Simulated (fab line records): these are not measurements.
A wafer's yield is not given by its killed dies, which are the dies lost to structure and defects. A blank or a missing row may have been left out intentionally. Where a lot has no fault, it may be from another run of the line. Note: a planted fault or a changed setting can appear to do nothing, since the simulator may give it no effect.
fab line records	flow nand-harc
record lots=5	wafers=15	last-day=24
route steps=1159 shown P_M0@263 P_M1@285 END@1159
lots untouched by any fault: they come from a run of this same line in which no faults occurred
start-h: the number of hours between the record's first day and the start of the first shown wafer of the lot	wait-h: hours elapsed since this lot's preceding step	" repeats the value in the row above	L1.1+2: a single row standing in for several wafers	- no value, or no start given	* or withheld: withheld	< > ~ a bound
route shown NAME@n: a module of which the file shows steps, and the number in the route of the first	usual: the fault-free wafers' mean and standard deviation	same: alike in all rows	chamber/n: place in a boat	sites: the reading at each site	_std_site: the values' standard deviation	_edge_site: inner sites' mean taken away from outer sites' mean	radius-mm: how far each site lies from the wafer's centre	mask NAME#n: copy n	behind: the last tool/chamber to shape the wafer	hold: what put the lot on hold/how long, in hours/how the hold closed	device: the transistor (n, p or np) that didn't switch	end of line: the tests these same wafers got at the end of their route	a step without rows: its recipe alone	killed: the dies lost at the first sort to structure and to defects; this is not the yield of the wafer	map: dies across one wafer; x = killed, . = not, _ = none there
set.NAME: setting as actually run; set.NAME@STEP: the setting as run at that earlier step	model.NAME: the simulator's own value behind a step, which no gauge read
a table for each step, a row for each wafer; lots at some steps of the route
services: from which hour (start-h, from the record's first day; less than 0 if before it) a tool's chamber was out of use, for how many hours, and why
## steps
# step NHARC_P_M0_CD_MEAS_09
# recipe target-cd-nm=90	landing-energy-ev=500
# usual cd-nm=90.2/0.81
# same landing-energy-ev=500
lot.wafer	tool	chamber	start-h	wait-h	cd-nm
L848.1	cd-sem-03	0	134.73	-	91.3
L848.2	"	0	"	"	91.4
L848.6	"	0	"	"	90.3
L852.2	cd-sem-02	0	155.47	-	90.1
L852.5	"	0	"	"	91.0
L852.6	"	0	"	"	88.7
L859.2	cd-sem-03	0	195.85	-	90.4
L859.3	"	0	"	"	90.9
L859.4	"	0	"	"	88.9
L862.2	cd-sem-02	0	218.82	-	90.2
L862.4	"	0	"	"	89.5
L862.5	"	0	"	"	90.8
L866.1	cd-sem-02	0	232.07	-	89.4
L866.3	"	0	"	"	89.0
L866.6	"	0	"	"	89.7
# step NHARC_P_M0_OVL_MEAS_10
# recipe pitch-nm=180
# usual overlay-x-nm=0.1/0.97	overlay-y-nm=-0.1/0.74
lot.wafer	tool	chamber	start-h	wait-h	overlay-x-nm	overlay-y-nm
L848.1	overlay-02	-	134.82	-	1.1	-0.2
L848.2	"	-	"	"	1.1	-0.3
L848.6	"	-	"	"	1.6	0.4
L852.2	overlay-02	-	155.56	-	0.9	-0.5
L852.5	"	-	"	"	1.4	-0.3
L852.6	"	-	"	"	1.2	-0.2
L859.2	overlay-01	-	195.94	-	2.0	-1.7
L859.3	"	-	"	"	2.1	-1.9
L859.4	"	-	"	"	1.6	-2.0
L862.2	overlay-01	-	218.90	-	-1.5	0.2
L862.4	"	-	"	"	-1.5	0.9
L862.5	"	-	"	"	-1.2	0.7
L866.1	overlay-02	-	232.15	-	0.4	-0.4
L866.3	"	-	"	"	1.3	0.1
L866.6	"	-	"	"	1.4	0.3
# step NHARC_P_M0_INSPECT_11
# usual raw-defect-count=3.6/2
lot.wafer	tool	chamber	start-h	wait-h	raw-defect-count
L848.1	defect-inspect-01	-	134.86	0.0	3
L848.2	"	-	"	"	11
L848.6	"	-	"	"	6
L852.2	defect-inspect-01	-	155.60	0.0	4
L852.5	"	-	"	"	4
L852.6	"	-	"	"	5
L859.2	defect-inspect-01	-	195.98	0.0	5
L859.3	"	-	"	"	4
L859.4	"	-	"	"	3
L862.2	defect-inspect-02	-	218.94	0.0	3
L862.4	"	-	"	"	0
L862.5	"	-	"	"	3
L866.1	defect-inspect-02	-	232.19	0.0	2
L866.3	"	-	"	"	6
L866.6	"	-	"	"	2
# step NHARC_P_M0_DESCUM_14
# recipe time-s=3	o2-flow-sccm=200	ar-flow-sccm=0	bias-power-w=0	chemistry=O2
# step NHARC_P_M0_ETCH_34
# recipe target-depth-a=400	overetch-a=120	time-s=43.94	ion-energy-ev=200	n2-flow-sccm=150	h2-flow-sccm=150	ar-flow-sccm=0	rf-w=400	bias-w=150	chemistry=N2/H2
# step NHARC_P_M0_ETCH_15
# recipe target-depth-a=1500	overetch-a=150	time-s=82.5	c4f8-flow-sccm=withheld	ar-flow-sccm=400	rf-w=600	bias-w=300	chemistry=C4F8/Ar
# step NHARC_P_M0_CD_MEAS_16
# usual cd-nm=90.4/0.95
lot.wafer	tool	chamber	start-h	wait-h	cd-nm
L848.1	cd-sem-03	-	135.22	-	92.3
L848.2	"	-	"	"	90.6
L848.6	"	-	"	"	91.3
L852.2	cd-sem-03	-	155.96	-	90.5
L852.5	"	-	"	"	92.2
L852.6	"	-	"	"	88.4
L859.2	cd-sem-01	-	196.34	-	90.7
L859.3	"	-	"	"	91.1
L859.4	"	-	"	"	89.2
L862.2	cd-sem-02	-	219.31	-	89.9
L862.4	"	-	"	"	89.6
L862.5	"	-	"	"	91.2
L866.1	cd-sem-02	-	232.55	-	90.1
L866.3	"	-	"	"	89.1
L866.6	"	-	"	"	91.1
# step NHARC_P_M0_STRIP_18
# recipe power-w=1000	n2-flow-sccm=150	h2-flow-sccm=150	ar-flow-sccm=0	bias-w=0	chemistry=N2/H2
# usual chamber-pressure-mTorr=30.005/0.028	drypump-motor-current-A=5.8/0.51	oes-product-au=0.996/0.016	rf-vpp-V=90.9/0.92	showerhead-plenum-p-Torr=2.07/0.075	throttle-valve-pct=14.172/0.0085
lot.wafer	tool	chamber	start-h	wait-h	chamber-pressure-mTorr	drypump-motor-current-A	oes-product-au	rf-hours-counter-h	rf-vpp-V	showerhead-plenum-p-Torr	throttle-valve-pct
L848.2	rie-diel-10	0	135.29	0.1	29.973	5.9	1.022	9	89.6	2.00	14.180
L848.1	"	1	"	"	29.998	4.7	0.994	9	89.5	2.12	14.184
L848.6	"	0	"	"	29.983	5.9	1.019	-	90.1	2.00	14.160
L852.2	rie-diel-12	1	156.06	0.1	30.038	6.3	1.017	9	90.3	2.17	14.164
L852.6	"	0	"	"	30.010	5.7	1.024	-	91.6	2.20	14.166
L852.5	"	1	"	"	30.040	6.3	1.015	-	93.3	2.17	14.168
L859.2	rie-diel-10	0	196.41	0.1	29.972	5.9	1.008	0	90.7	2.00	14.174
L859.3	"	1	"	"	29.994	4.7	0.981	0	92.4	2.12	14.170
L859.4	"	3	"	"	29.955	5.9	0.990	0	90.1	2.10	14.171
L862.2	rie-diel-08	1	219.43	0.1	30.031	5.4	0.974	4	91.9	1.92	14.170
L862.4	"	2	"	"	29.973	5.7	0.994	5	89.2	2.05	14.158
L862.5	"	0	"	"	29.938	6.0	0.988	-	90.3	2.13	14.188
L866.3	rie-diel-12	3	232.68	0.1	29.974	6.1	1.026	2	89.5	1.98	14.175
L866.1	"	0	"	"	29.995	5.7	1.008	1	91.5	2.19	14.168
L866.6	"	1	"	"	30.033	6.3	1.011	-	92.3	2.16	14.165
# step NHARC_P_M0_STRIP_19
# recipe time-s=600	temp-c=30	chemistry=post-etch-residue-remover
# step NHARC_P_M0_DEGAS_28
# recipe temp-c=250	time-s=60
# step NHARC_P_M0_PRE_CLEAN_29
# recipe time-s=30	temp-c=280	gas=H2/He
# step NHARC_P_M0_PVD_20
# recipe target-thk-a=50	bias-v=168.6	power-w=15000	chamber-pressure-pa=0.12	time-s=8.06	substrate-temp-c=50	material=TaN
# usual cathode-dc-power-W=15000/2.7	chamber-pressure-pa=0.12006/0.00023	throttle-valve-pct=29.9/1.1
lot.wafer	tool	chamber	start-h	wait-h	cathode-dc-power-W	chamber-pressure-pa	throttle-valve-pct
L848.2	pvd-sputter-01	-	-	-	15000	0.11993	31.9
L848.1	"	-	"	"	14997	0.11971	30.0
L848.6	"	-	"	"	15000	0.11998	31.9
L852.2	pvd-sputter-02	-	-	-	15000	0.1196	29.5
L852.5	"	-	"	"	15005	0.12025	31.1
L852.6	"	-	"	"	14992	0.12009	31.2
L859.2	pvd-sputter-03	-	-	-	15006	0.12033	31.2
L859.3	"	-	"	"	14995	0.1203	29.6
L859.4	"	-	"	"	15001	0.12006	29.7
L862.4	pvd-sputter-01	-	-	-	15002	0.11987	28.9
L862.2	"	-	"	"	14998	0.12008	31.8
L862.5	"	-	"	"	15004	0.11985	29.1
L866.3	pvd-sputter-03	-	-	-	15001	0.1203	29.6
L866.1	"	-	"	"	15001	0.12059	31.4
L866.6	"	-	"	"	15000	0.1197	29.7
# step NHARC_P_M0_PVD_21
# recipe target-thk-a=300	chamber-pressure-pa=5	power-w=5000	substrate-temp-c=30	time-s=20.49	material=Cu
# usual cathode-dc-power-W=5000.0/1	chamber-pressure-pa=5.000/0.0091	throttle-valve-pct=29.9/1.1
lot.wafer	tool	chamber	start-h	wait-h	cathode-dc-power-W	chamber-pressure-pa	throttle-valve-pct
L848.2	pvd-sputter-01	-	136.07	-	4999.7	5.008	29.8
L848.1	"	-	"	"	4999.5	4.991	31.9
L848.6	"	-	"	"	5002.4	5.021	29.7
L852.2	pvd-sputter-02	-	156.83	-	4999.7	4.998	31.0
L852.5	"	-	"	"	4998.0	5.006	29.6
L852.6	"	-	"	"	5001.3	4.991	31.0
L859.2	pvd-sputter-03	-	197.18	-	5000.0	5.004	31.0
L859.4	"	-	"	"	5000.1	5.000	29.4
L859.3	"	-	"	"	5001.4	4.994	29.3
L862.2	pvd-sputter-01	-	220.17	-	4999.6	4.989	28.9
L862.4	"	-	"	"	5000.9	4.996	31.9
L862.5	"	-	"	"	5000.0	4.997	28.8
L866.3	pvd-sputter-03	-	233.42	-	4999.7	5.012	29.6
L866.1	"	-	"	"	4999.7	4.998	31.3
L866.6	"	-	"	"	4998.4	4.996	29.7
# step NHARC_P_M0_ECD_22
# recipe target-thk-a=4000	bath-temp-c=25	material=Cu
# step NHARC_P_M0_ANNEAL_30
# recipe temp-c=225	time-s=90
# usual wafer_temp_C_max=226.18/0.28
lot.wafer	tool	chamber	start-h	wait-h	wafer_temp_C_max
L848.1	rtp-anneal-01	0	136.57	-	226.33
L848.2	"	0	"	"	226.24
L848.6	"	0	"	"	226.32
L852.2	rtp-anneal-01	0	157.72	0.7	225.94
L852.5	"	0	"	"	226.48
L852.6	"	0	"	"	226.16
L859.2	rtp-anneal-01	0	197.78	0.4	225.97
L859.3	"	0	"	"	226.72
L859.4	"	0	"	"	226.53
L862.2	rtp-anneal-01	0	220.73	0.3	226.25
L862.4	"	0	"	"	225.96
L862.5	"	0	"	"	225.82
L866.1	rtp-anneal-02	0	233.93	0.3	226.46
L866.3	"	0	"	"	226.10
L866.6	"	0	"	"	225.76
# step NHARC_P_M0_CMP_23
# recipe t-overpolish-s=20	target-thk-nm=117.53
# step NHARC_P_M0_SRD_25
# step NHARC_P_M0_INSPECT_27
# usual raw-defect-count=316/130
lot.wafer	tool	chamber	start-h	wait-h	raw-defect-count
L848.1	defect-inspect-02	-	137.39	0.0	483
L848.2	"	-	"	"	713
L848.6	"	-	"	"	333
L852.2	defect-inspect-01	-	158.49	0.0	372
L852.5	"	-	"	"	350
L852.6	"	-	"	"	616
L859.2	defect-inspect-02	-	198.54	0.0	325
L859.3	"	-	"	"	346
L859.4	"	-	"	"	428
L862.2	defect-inspect-02	-	221.49	0.0	276
L862.4	"	-	"	"	306
L862.5	"	-	"	"	196
L866.1	defect-inspect-01	-	234.81	0.0	312
L866.3	"	-	"	"	264
L866.6	"	-	"	"	353
# step NHARC_P_M0_PRE_CLEAN_31
# recipe time-s=12	temp-c=370	rf-power-w=300	gas=NH3
# step NHARC_P_M0_DEP_32
# recipe target-thk-a=300	temp-c=370	target-thk-nm=30	pressure-torr=3	flow-sccm=200	rf-w=450	material=SiCN
# step NHARC_P_M1_DEP_00
# recipe target-thk-a=1825	target-thk-nm=182.5	temp-c=withheld	pressure-torr=5	flow-sccm=200	rf-w=600	material=SiOC
# step NHARC_P_M1_DEHYDRATE_01
# recipe temp-c=150	time-s=120
# step NHARC_P_M1_HMDS_02
# recipe time-s=30
# step NHARC_P_M1_COAT_34
# recipe temp-c=200	time-s=65
# step NHARC_P_M1_COAT_03
# recipe spin-rpm=1500	resist-thk-nm=90
# step NHARC_P_M1_SOFTBAKE_04
# recipe temp-c=105	time-s=55
# step NHARC_P_M1_EBR_05
# step NHARC_P_M1_EXPOSE_06
# recipe na=1.35	target-cd-nm=130	dose-mj=81.88	mask-id=P_M1
# step NHARC_P_M1_PEB_07
# recipe peb-temp-c=100	peb-time-s=65
# step NHARC_P_M1_DEVELOP_08
# recipe develop-time-s=35	dev-temp-c=23
# step NHARC_P_M1_CD_MEAS_09
# recipe target-cd-nm=130	landing-energy-ev=500
# usual cd-nm=130.6/0.82
# same landing-energy-ev=500
lot.wafer	tool	chamber	start-h	wait-h	cd-nm
L848.1	cd-sem-01	0	138.80	-	131.4
L848.2	"	0	"	"	130.6
L848.6	"	0	"	"	130.2
L852.2	cd-sem-02	0	159.77	-	130.5
L852.5	"	0	"	"	130.6
L852.6	"	0	"	"	129.8
L859.2	cd-sem-01	0	200.01	-	130.6
L859.3	"	0	"	"	130.3
L859.4	"	0	"	"	128.4
L862.4	cd-sem-01	0	223.15	-	130.9
L866.1	cd-sem-03	0	236.21	-	129.2
L866.3	"	0	"	"	131.1
L866.6	"	0	"	"	131.2
# step NHARC_P_M1_OVL_MEAS_10
# recipe pitch-nm=260
# usual overlay-x-nm=0.0/0.85	overlay-y-nm=-0.1/1
lot.wafer	tool	chamber	start-h	wait-h	overlay-x-nm	overlay-y-nm
L848.1	overlay-02	-	138.89	-	0.7	0.6
L848.2	"	-	"	"	1.1	0.3
L848.6	"	-	"	"	0.8	0.4
L852.2	overlay-01	-	159.86	-	0.8	-2.2
L852.5	"	-	"	"	0.4	-1.1
L852.6	"	-	"	"	0.2	-2.2
L859.2	overlay-02	-	200.09	-	0.7	-0.4
L859.3	"	-	"	"	0.0	-0.4
L859.4	"	-	"	"	-0.2	0.0
L862.4	overlay-02	-	223.23	-	1.4	-0.1
L866.1	overlay-02	-	236.30	-	-0.5	-0.1
L866.3	"	-	"	"	-0.3	0.1
L866.6	"	-	"	"	-0.4	-0.2
# step NHARC_P_M1_INSPECT_11
# usual raw-defect-count=3.8/2.4
lot.wafer	tool	chamber	start-h	wait-h	raw-defect-count
L848.1	defect-inspect-02	-	138.92	0.0	2
L848.2	"	-	"	"	8
L848.6	"	-	"	"	10
L852.2	defect-inspect-01	-	159.89	0.0	4
L852.5	"	-	"	"	3
L852.6	"	-	"	"	5
L859.2	defect-inspect-01	-	200.13	0.0	6
L859.3	"	-	"	"	6
L859.4	"	-	"	"	7
L862.4	defect-inspect-01	-	223.27	0.0	2
L866.1	defect-inspect-01	-	236.33	0.0	1
L866.3	"	-	"	"	4
L866.6	"	-	"	"	3
# step NHARC_P_M1_DESCUM_14
# recipe time-s=3	o2-flow-sccm=200	ar-flow-sccm=0	bias-power-w=0	chemistry=O2
# usual chamber-pressure-mTorr=60.00/0.051	drypump-motor-current-A=5.6/0.38	oes-product-au=1.002/0.013	rf-vpp-V=57.8/0.85	showerhead-plenum-p-Torr=1.94/0.068	throttle-valve-pct=11.312/0.0096
lot.wafer	tool	chamber	start-h	wait-h	chamber-pressure-mTorr	drypump-motor-current-A	oes-product-au	rf-hours-counter-h	rf-vpp-V	showerhead-plenum-p-Torr	throttle-valve-pct
L848.1	rie-diel-11	3	138.99	0.1	59.98	5.4	1.007	9	58.6	1.94	11.313
L848.2	"	1	"	"	59.99	5.2	1.013	9	58.1	1.93	11.303
L848.6	"	0	"	"	59.91	5.4	1.022	-	58.1	2.01	11.315
L852.2	rie-diel-03	2	159.98	0.1	60.04	5.7	0.972	7	56.5	1.88	11.309
L852.6	"	3	"	"	60.05	5.7	0.992	-	56.3	1.81	11.312
L852.5	"	0	"	"	60.00	6.4	0.981	-	59.0	1.98	11.321
L859.3	rie-diel-11	1	200.19	0.1	59.99	5.2	0.990	0	58.6	1.93	11.323
L859.4	"	2	"	"	60.05	5.6	1.012	0	58.2	1.98	11.320
L859.2	"	3	"	"	60.02	5.4	1.009	0	57.2	1.94	11.294
L862.4	rie-diel-05	3	223.33	0.1	60.07	5.1	0.996	1	58.7	2.05	11.301
L866.3	rie-diel-11	0	236.40	0.1	60.05	5.4	0.993	3	57.8	2.01	11.310
L866.1	"	2	"	"	60.03	5.6	1.005	3	58.3	1.98	11.321
L866.6	"	1	"	"	60.01	5.2	0.991	-	58.0	1.93	11.310
# step NHARC_P_M1_ETCH_35
# recipe target-depth-a=400	overetch-a=120	time-s=43.94	ion-energy-ev=200	n2-flow-sccm=150	h2-flow-sccm=150	ar-flow-sccm=0	rf-w=400	bias-w=150	chemistry=N2/H2
# step NHARC_P_M1_ETCH_15
# recipe target-depth-a=1825	time-s=91.2	c4f8-flow-sccm=withheld	ar-flow-sccm=400	rf-w=600	bias-w=300	chemistry=C4F8/Ar
# usual chamber-pressure-mTorr=25.001/0.023	oes-product-au=0.955/0.023	rf-vpp-V=441.3/2.4
lot.wafer	tool	chamber	start-h	wait-h	chamber-pressure-mTorr	oes-product-au	rf-hours-counter-h	rf-vpp-V
L848.2	rie-diel-11	0	-	-	25.010	0.947	8	444.2
L848.1	"	2	"	"	25.029	0.919	8	443.1
L848.6	"	1	"	"	25.039	0.928	-	441.5
L852.2	rie-diel-03	1	-	-	25.011	0.937	7	440.4
L852.5	"	2	"	"	25.016	0.905	-	439.2
L852.6	"	3	"	"	25.001	0.914	-	438.2
L859.3	rie-diel-11	2	-	-	25.011	0.964	0	443.8
L859.2	"	3	"	"	24.992	0.985	0	442.2
L859.4	"	1	"	"	25.001	0.954	0	441.6
L862.4	rie-diel-05	1	-	-	24.994	0.964	1	436.7
L866.1	rie-diel-11	2	-	-	24.982	0.992	3	442.7
L866.3	"	3	"	"	25.024	0.975	3	442.3
L866.6	"	3	"	"	24.996	0.971	-	442.1
# step NHARC_P_M1_CD_MEAS_16
# usual cd-nm=130.8/1.1
lot.wafer	tool	chamber	start-h	wait-h	cd-nm
L848.1	cd-sem-01	-	139.29	-	131.8
L848.2	"	-	"	"	130.8
L848.6	"	-	"	"	130.2
L852.2	cd-sem-03	-	160.26	-	130.0
L852.5	"	-	"	"	130.1
L852.6	"	-	"	"	130.2
L859.2	cd-sem-01	-	200.50	-	129.2
L859.3	"	-	"	"	130.4
L859.4	"	-	"	"	127.7
L862.4	cd-sem-03	-	223.64	-	131.4
L866.1	cd-sem-01	-	236.70	-	127.7
L866.3	"	-	"	"	132.1
L866.6	"	-	"	"	131.3
# step NHARC_P_M1_STRIP_18
# recipe power-w=1000	n2-flow-sccm=150	h2-flow-sccm=150	ar-flow-sccm=0	bias-w=0	chemistry=N2/H2
# step NHARC_P_M1_ETCH_28
# recipe target-depth-a=300	over-etch-frac=0.3	time-s=72.99	ion-energy-ev=150	cf4-flow-sccm=50	n2-flow-sccm=100	ar-flow-sccm=150	rf-w=300	bias-w=100	chemistry=CF4/N2
# step NHARC_P_M1_STRIP_19
# recipe time-s=600	temp-c=30	chemistry=post-etch-residue-remover
# step NHARC_END_SORT_01
# recipe temp-c=25
# usual defect-limited-yield=95.3/1.7	killed-at-array=28/11	killed-at-other=0.8/1.1	killed-at-periphery=3.3/2.8	killed-dies=32/11	killed-open=3.3/1.9	killed-short=1.9/1.4	sort_bin_2_pct=1.4/0.68	sort_bin_3_pct=0.25/0.24	sort_bin_4_pct=3.0/1.1	sort-n-pass=645/11	sort-rim-yield-pct=95.3/2.5	sort-yield-pct=95.3/1.7
# same gross-dies=677	sort_bin_5_pct[%]=0	sort_bin_6_pct[%]=0	sort_bin_7_pct[%]=0	sort_bin_8_pct[%]=0	sort-rim-n-gross=106.00
lot.wafer	tool	chamber	start-h	wait-h	defect-limited-yield[%]	killed-at-array	killed-at-other	killed-at-periphery	killed-dies	killed-open	killed-short	sort_bin_2_pct[%]	sort_bin_3_pct[%]	sort_bin_4_pct[%]	sort-n-pass	sort-rim-yield-pct[%]	sort-yield-pct[%]
L848.1	prober-02	0	456.28	2.5	97.2	15	0	4	19	6	0	0.4	0.15	2.2	658	97.2	97.2
L848.2	prober-02	0	457.09	2.8	95.1	20	3	10	33	3	6	1.2	0.15	3.5	644	96.2	95.1
L848.6	prober-02	0	460.32	4.0	96.6	11	1	11	23	4	1	1.0	0.30	2.1	654	97.2	96.6
L859.2	prober-01	0	518.87	2.9	93.2	39	0	7	46	4	0	1.5	0.30	5.0	631	91.5	93.2
L859.3	prober-01	0	519.68	3.2	91.7	46	0	10	56	4	2	2.7	0.74	4.9	621	94.3	91.7
L859.4	prober-01	0	520.48	3.4	93.8	34	1	7	42	5	0	2.2	0.30	3.7	635	95.3	93.8
L862.2	prober-01	0	553.91	2.8	0	19	1	657	677	3	1	97.6	0.15	2.2	0	0	0
L862.5	prober-01	0	556.35	3.8	0	20	0	657	677	3	4	98.2	0	1.8	0	0	0
L866.1	prober-02	0	576.44	2.4	94.7	34	1	1	36	4	3	2.1	0.44	2.8	641	91.5	94.7
L866.3	prober-02	0	578.03	3.1	95.7	26	1	2	29	6	2	1.0	0.15	3.1	648	90.6	95.7
L866.6	prober-02	0	580.43	4.0	95.1	28	2	3	33	7	2	2.1	0	2.8	644	91.5	95.1
# killed by level:class
L848.1 A_CONTACT:chamber-film-flake=6 A_CONTACT:geometric-particle:open=2 P_ZERO_WELL:chamber-film-flake=2 P_M0:geometric-particle:open=1 A_SOURCE_PLATE:geometric-particle:open=1 A_ONON_D1:geometric-particle:open=1 A_M0:geometric-particle:open=1 P_BONDPAD:chamber-film-flake=1
L848.2 P_ZERO_WELL:chamber-film-flake=5 A_CONTACT:chamber-film-flake=5 A_CHANNEL_HOLE_D1:chamber-film-flake=3 THIN_TSV:chamber-film-flake=3 A_M0:geometric-particle:open=2 P_STI:chamber-film-flake=2 A_STAIRCASE:chamber-film-flake=2 P_GATE:geometric-particle:short=1
L848.6 P_ZERO_WELL:chamber-film-flake=4 P_BONDPAD:chamber-film-flake=3 P_CONTACT:chamber-film-flake=2 A_STAIRCASE:chamber-film-flake=2 A_CONTACT:chamber-film-flake=2 P_M1:geometric-particle:open=1 A_ONON_D1:geometric-particle:short=1 A_ONON_D1:geometric-particle:open=1
L859.2 A_CHANNEL_HOLE_D1:chamber-film-flake=17 A_SLIT:chamber-film-flake=12 A_STAIRCASE:chamber-film-flake=6 A_M0:geometric-particle:open=2 P_STI:chamber-film-flake=2 P_M1:chamber-film-flake=2 P_GATE:geometric-particle:open=1 P_M1:geometric-particle:open=1
L859.3 A_CHANNEL_HOLE_D1:chamber-film-flake=21 A_SLIT:chamber-film-flake=14 P_M1:chamber-film-flake=7 A_STAIRCASE:chamber-film-flake=2 A_CONTACT:chamber-film-flake=2 P_GATE:geometric-particle:open=1 A_ONON_D1:geometric-particle:open=1 A_ONON_D1:geometric-particle:short=1
L859.4 A_CHANNEL_HOLE_D1:chamber-film-flake=19 A_SLIT:chamber-film-flake=11 P_STI:chamber-film-flake=2 P_GATE:geometric-particle:open=1 P_M2:geometric-particle:open=1 A_WL_FILL:geometric-particle:open=1 A_BLC:geometric-particle:open=1 STARTING-WAFER:geometric-particle:open=1
L862.2 P_M0:area-pvd=656 A_CONTACT:chamber-film-flake=8 A_CHANNEL_HOLE_D1:chamber-film-flake=5 A_WL_FILL:chamber-film-flake=2 P_M0:geometric-particle:open=1 A_WL_FILL:geometric-particle:short=1 A_CONTACT:geometric-particle:open=1 A_BLC:geometric-particle:open=1
L862.5 P_M0:area-pvd=655 A_CHANNEL_HOLE_D1:chamber-film-flake=6 A_CONTACT:chamber-film-flake=5 A_CHANNEL_FILL_D1:geometric-particle:short=2 P_CONTACT:geometric-particle:open=1 A_ONON_D1:geometric-particle:open=1 A_SGD_CUT:geometric-particle:short=1 A_M0:geometric-particle:open=1
L866.1 A_SLIT:chamber-film-flake=16 A_CHANNEL_HOLE_D1:chamber-film-flake=7 A_STAIRCASE:chamber-film-flake=3 A_CHANNEL_FILL_D1:geometric-particle:short=2 A_CONTACT:chamber-film-flake=2 P_CONTACT:geometric-particle:open=1 A_ONON_D1:geometric-particle:open=1 A_WL_FILL:geometric-particle:short=1
L866.3 A_SLIT:chamber-film-flake=14 A_CHANNEL_HOLE_D1:chamber-film-flake=4 P_M1:geometric-particle:open=1 A_ONON_D1:geometric-particle:open=1 A_CHANNEL_FILL_D1:geometric-particle:short=1 A_WL_FILL:geometric-particle:open=1 A_WL_FILL:geometric-particle:short=1 A_CONTACT:geometric-particle:open=1
L866.6 A_SLIT:chamber-film-flake=15 A_CHANNEL_HOLE_D1:chamber-film-flake=4 A_M0:geometric-particle:open=3 STARTING-WAFER:geometric-particle:open=2 A_STAIRCASE:chamber-film-flake=2 A_CONTACT:chamber-film-flake=2 P_GATE:geometric-particle:open=1 P_M1:geometric-particle:short=1
# map L862.2 (x killed, . not)
____________x____________
_________xxxxxxx_________
_______xxxxxxxxxxx_______
______xxxxxxxxxxxxx______
_____xxxxxxxxxxxxxxx_____
____xxxxxxxxxxxxxxxxx____
____xxxxxxxxxxxxxxxxx____
___xxxxxxxxxxxxxxxxxxx___
___xxxxxxxxxxxxxxxxxxx___
__xxxxxxxxxxxxxxxxxxxxx__
__xxxxxxxxxxxxxxxxxxxxx__
_xxxxxxxxxxxxxxxxxxxxxxx_
_xxxxxxxxxxxxxxxxxxxxxxx_
_xxxxxxxxxxxxxxxxxxxxxxx_
_xxxxxxxxxxxxxxxxxxxxxxx_
_xxxxxxxxxxxxxxxxxxxxxxx_
xxxxxxxxxxxxxxxxxxxxxxxxx
xxxxxxxxxxxxxxxxxxxxxxxxx
xxxxxxxxxxxxxxxxxxxxxxxxx
xxxxxxxxxxxxxxxxxxxxxxxxx
xxxxxxxxxxxxxxxxxxxxxxxxx
_xxxxxxxxxxxxxxxxxxxxxxx_
_xxxxxxxxxxxxxxxxxxxxxxx_
_xxxxxxxxxxxxxxxxxxxxxxx_
_xxxxxxxxxxxxxxxxxxxxxxx_
_xxxxxxxxxxxxxxxxxxxxxxx_
__xxxxxxxxxxxxxxxxxxxxx__
__xxxxxxxxxxxxxxxxxxxxx__
___xxxxxxxxxxxxxxxxxxx___
___xxxxxxxxxxxxxxxxxxx___
____xxxxxxxxxxxxxxxxx____
____xxxxxxxxxxxxxxxxx____
_____xxxxxxxxxxxxxxx_____
______xxxxxxxxxxxxx______
_______xxxxxxxxxxx_______
_________xxxxxxx_________
____________x____________
# map L848.2 (x killed, . not)
____________.____________
_________......._________
_______..........._______
______..x..........______
_____.............x._____
____.................____
____.................____
___...................___
___...................___
__.....................__
__.....................__
_......................._
_.........x...........x._
_..................x...._
_x............x........._
_......................._
.......xx..............x.
.......x.................
.x.............x.........
......x.....x............
....x..x.................
_......x..........x.x..._
_.......x..............._
_...................x..._
_....x...x..........x..._
_..x..x................._
__.....................__
__...................x.__
___x..................___
___........x.....x....___
____.................____
____.................____
_____..x..........x._____
______.............______
_______..........._______
_________......._________
____________.____________
## services
tool	chamber	start-h	hours	kind
rie-diel-05	3	114.35	2.7	repair
rie-diel-11	0	119.50	-	clean
rie-diel-11	1	119.50	-	clean
rie-diel-11	2	119.50	-	clean
rie-diel-08	-	124.80	9.0	pm
rie-diel-05	2	133.48	5.2	repair
rie-diel-05	1	135.13	49.1	repair
rie-diel-08	1	135.30	4.5	repair
rie-diel-12	-	153.12	1.3	repair
rie-diel-08	3	155.32	6.7	repair
pvd-sputter-01	-	158.83	10.0	pm
rie-diel-05	-	163.60	9.0	pm
rie-diel-12	1	165.50	4.3	repair
rie-diel-10	-	176.50	9.0	pm
rie-diel-08	2	182.84	1.2	repair
rie-diel-08	0	184.25	5.1	repair
rie-diel-11	-	189.50	9.0	pm
rie-diel-12	-	202.40	9.0	pm
pvd-sputter-02	-	206.10	2.2	repair
pvd-sputter-03	-	207.74	10.3	repair
pvd-sputter-02	-	214.00	10.0	pm
rie-diel-03	-	215.30	9.0	pm
rie-diel-05	2	227.71	5.5	repair
rie-diel-10	1	228.82	9.9	repair
## key
first-sign step=NHARC_END_SORT_01	reading=killed-at-periphery	direction=up	sigmas=99+	usual=3.3	struck=657
effect step=NHARC_END_SORT_01	reading=sort_bin_2_pct	direction=up	sigmas=99+	usual=1.4	struck=97.9
more-kills-born-at NHARC_P_M0_PVD_21@pvd-sputter-01=1311
met-at NHARC_P_M0_PVD_21
struck-wafers L862.2,L862.5
later-rows-left-out L862.2,L862.5
onset-between 136.07 220.17
fault kind=process-parameter-drift	tool=pvd-sputter-01	chamber=-	onset-h=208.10	steps=NHARC_P_M0_PVD_21	channel=target-thk-a	offset=*	shape=step	end-h=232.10	acts-in=*	stated=*	scope=struck-wafers-only
# later-rows-left-out: the simulator's readings of these wafers behind a module that went badly wrong aren't trusted and aren't shown, but for the sort
